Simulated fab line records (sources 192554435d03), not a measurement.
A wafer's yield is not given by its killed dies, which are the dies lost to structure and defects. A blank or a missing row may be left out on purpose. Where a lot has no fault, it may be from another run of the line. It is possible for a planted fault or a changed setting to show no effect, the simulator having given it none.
One fault through the eyes of 2 desks / flow n5-finfet / each desk has only its own numbers; what lay behind them comes last

== THE METROLOGY DESK ==
What the gauges read for every lot (on any tool): the sampled wafers with a number, averaged. If a lot's mean is further than 4 standard deviations from the usual mean, the lot is out of limits and carries the mark OUT (the distance appears in the brackets). It has 11 readings; the 7 that lie furthest out on some lot are the ones shown.
Columns: A = trench-depth-nm at N5_STI_FIN_REVEAL_FIN_H_MEAS_10, usual 52.1 nm; B = IOFF_P at N5_BEOL_M4_RC_MEAS_101, usual 0.20 nA/um; C = ION_N at N5_BEOL_M4_RC_MEAS_101, usual 672 uA/um; D = ION_P at N5_BEOL_M4_RC_MEAS_101, usual 462 uA/um; E = SS_N at N5_BEOL_M4_RC_MEAS_101, usual 71.2 mV/dec; F = VT_N at N5_BEOL_M4_RC_MEAS_101, usual 251 mV; G = VT_P at N5_BEOL_M4_RC_MEAS_101, usual -251 mV
lot=L110; first seen here=day 2 21:44; A=50.7; B=0.21; C=664; D=459; E=71.1; F=251; G=-248
lot=L113; first seen here=day 3 13:43; A=51.5; B=0.19; C=677; D=463; E=71.3; F=251; G=-255
lot=L115; first seen here=day 4 01:45; A=52.4; B=0.17; C=665; D=460; E=70.5; F=253; G=-253
lot=L117; first seen here=day 4 13:50; A=52.3; B=0.21; C=667; D=465; E=71.2; F=252; G=-248
lot=L124; first seen here=day 6 08:06; A=51.1; B=0.22; C=683; D=473; E=71.0; F=250; G=-246
lot=L126; first seen here=day 6 18:43; A=54.7; B=0.14; C=681; D=462; E=70.2; F=259; G=-257
lot=L127; first seen here=day 7 04:22; A=55.2; B=0.19; C=703; D=482; E=71.5; F=249; G=-252
lot=L131; first seen here=day 8 00:55; A=52.5; B=0.20; C=683; D=468; E=71.3; F=250; G=-248
lot=L132; first seen here=day 8 07:04; A=53.2; B=0.20; C=684; D=470; E=70.7; F=247; G=-248
Finding of this desk: none of the 9 lots has anything out of limits.

== THE TOOL OWNER'S DESK: vapor-etch-01 ==
The tool's own readings at N5_STI_FIN_REVEAL_RECESS_09 (chemistry HF/NH3, target SiO2, afs cycles 11, target depth 42.5 nm, sublimation time 60 s): means of the sampled wafers that have a number, for each lot that ran on this tool. If a lot's mean is further than 4 standard deviations from the usual mean, the lot is out of limits and carries the mark OUT (the distance appears in the brackets).
Columns: A = drypump-motor-current-A at N5_STI_FIN_REVEAL_RECESS_09, usual 5.6 A; B = temp-c at N5_STI_FIN_REVEAL_RECESS_09, usual 30.00 C
lot=L115; first seen here=day 3 23:02; A=6.1; B=30.01
lot=L117; first seen here=day 4 11:08; A=5.9; B=30.03
lot=L126; first seen here=day 6 16:01; A=6.1; B=28.06 (-16) OUT
lot=L127; first seen here=day 6 23:01; A=5.8; B=27.88 (-18) OUT
This desk's verdict: out of limits on L126, L127, starting with L126 at day 6 16:01 (temp-c at N5_STI_FIN_REVEAL_RECESS_09). L115, L117 stayed within limits.

== BROUGHT TOGETHER ==
An alarm could have come from the tool owner's desk at day 6 16:01, on L126, L127.
Nothing out of limits was seen by the metrology desk.
The metrology desk has L126, L127 on record, within its limits.
Of the lots named, all ran N5_STI_FIN_REVEAL_RECESS_09 on vapor-etch-01.

== WHAT WAS PUT IN BY THE SIMULATOR ==
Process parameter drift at N5_STI_FIN_REVEAL_RECESS_09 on vapor-etch-01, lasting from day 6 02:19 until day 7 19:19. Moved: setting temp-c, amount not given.
Lots struck among those shown: L126, L127.
How many hours passed from the start of the fault until each desk's first out-of-limits reading: the tool owner's desk, 14.
